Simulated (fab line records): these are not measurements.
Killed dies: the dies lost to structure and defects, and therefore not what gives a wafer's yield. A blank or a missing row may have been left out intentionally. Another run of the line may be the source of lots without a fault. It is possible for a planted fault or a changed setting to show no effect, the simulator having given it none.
Chamber matching	flow n5Finfet	N5_SD_EPI_P_ETCHBACK_46 on rieDiel-02 has 4 sister chambers
The step etches SiNx in CH3F/O2, stops on SiO2, target depth 17.5 nm. 4 wafers are shown with their chamber, then 10 later ones without.

## WAFERS, EACH WITH ITS CHAMBER
wafer	chamber	showerheadPlenumPTorr (Torr)
L082.6	3	1.99
L088.1	2	2.08
L089.2	1	1.94
L089.3	0	1.98

## WAFERS WHOSE CHAMBER IS MISSING
wafer	showerheadPlenumPTorr (Torr)
L089.5	1.94
L092.1	1.98
L092.2	1.93
L092.5	1.93
L093.4	1.99
L093.5	1.93
L093.6	1.98
L097.1	1.98
L097.3	2.07
L097.5	1.93

## WHICH CHAMBER EACH WENT THROUGH
wafer	from the rows above	in truth
L089.5	1	1
L092.1	can't be placed: 0 or 3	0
L092.2	1	1
L092.5	1	1
L093.4	can't be placed: 3 or 0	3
L093.5	1	1
L093.6	can't be placed: 0 or 3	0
L097.1	can't be placed: 0 or 3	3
L097.3	2	2
L097.5	1	1
6 of 10 placed correctly. Can't be placed from these rows: 4 (the true chamber is among the candidates in 4). Wrongly placed: 0.
How it was worked out, from the rows above alone: a wafer's distance from a chamber is the root of the sum, over the readings, of the square of ((its reading less the chamber's mean) divided by the reading's scatter). The wafer belongs to the nearest chamber; if the next one is less than 2 further off, it can't be placed. For every chamber, the mean is computed from those of its wafers that are shown. The scatter: root of mean squared gap, hidden wafer to nearest shown wafer, with one shown wafer a chamber.
